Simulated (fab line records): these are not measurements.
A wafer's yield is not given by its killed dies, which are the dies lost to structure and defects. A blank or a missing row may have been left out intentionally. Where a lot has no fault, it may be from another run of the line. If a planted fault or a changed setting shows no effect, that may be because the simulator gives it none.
Chamber matching	flow n5Finfet	N5_BEOL_M8_STRIP_36 on rieDiel-06: 4 sister chambers
The step strips in N2/H2. 16 wafers are shown with their chamber, then 8 later ones without.

== EACH WAFER AND ITS CHAMBER ==
wafer	chamber	drypumpMotorCurrentA (A)	throttleValvePct (%)	oesProductAu (a.u.)
L079.1	2	6.0	23.3	0.70
L079.4	3	4.9	24.1	0.78
L079.6	1	5.7	24.1	0.71
L078.1	0	6.8	23.2	0.77
L078.2	1	5.7	24.1	0.73
L078.3	3	4.9	24.1	0.79
L078.4	2	5.9	23.4	0.71
L078.5	1	5.7	24.1	0.74
L078.6	2	5.9	23.4	0.71
L082.1	1	5.7	24.1	0.74
L082.2	3	4.9	24.1	0.79
L082.3	0	6.8	23.3	0.77
L082.4	2	5.9	23.4	0.70
L082.5	3	4.9	24.1	0.78
L082.6	2	5.9	23.4	0.70
L084.3	1	5.8	24.1	0.72

SIGNATURES (averages over the wafers above)
reading	chamber 0	chamber 1	chamber 2	chamber 3	scatter within a chamber
drypumpMotorCurrentA	6.800	5.720	5.920	4.900	0.0365
throttleValvePct	23.250	24.100	23.380	24.100	0.0329
oesProductAu	0.7700	0.7280	0.7040	0.7850	0.00866
Rule: for a wafer and a chamber, the distance is found by dividing, reading by reading, the gap between the wafer's reading and the chamber's mean by the reading's scatter, squaring, summing and taking the root. If the next closest chamber is less than 2 further off than the closest, the wafer can't be placed; otherwise it belongs to the closest. The scatter: take each reading less its chamber's mean, square it, sum over the shown wafers, divide by the number of wafers less the number of chambers, and take the root.

== WAFERS WITH NO CHAMBER GIVEN ==
wafer	drypumpMotorCurrentA (A)	throttleValvePct (%)	oesProductAu (a.u.)
L084.5	5.7	24.1	0.73
L084.6	5.9	23.4	0.70
L091.4	5.9	23.4	0.69
L091.5	4.9	24.1	0.76
L091.6	5.9	23.4	0.69
L096.2	6.8	23.3	0.73
L096.3	5.9	23.4	0.68
L096.6	6.8	23.3	0.73

== THE CHAMBER EACH PASSED THROUGH ==
wafer	from the rows above	in truth
L084.5	1	1
L084.6	2	2
L091.4	2	2
L091.5	3	3
L091.6	2	2
L096.2	0	0
L096.3	2	2
L096.6	0	0
8 of 8 placed correctly. Not placeable from these rows: 0. Number placed wrongly: 0.
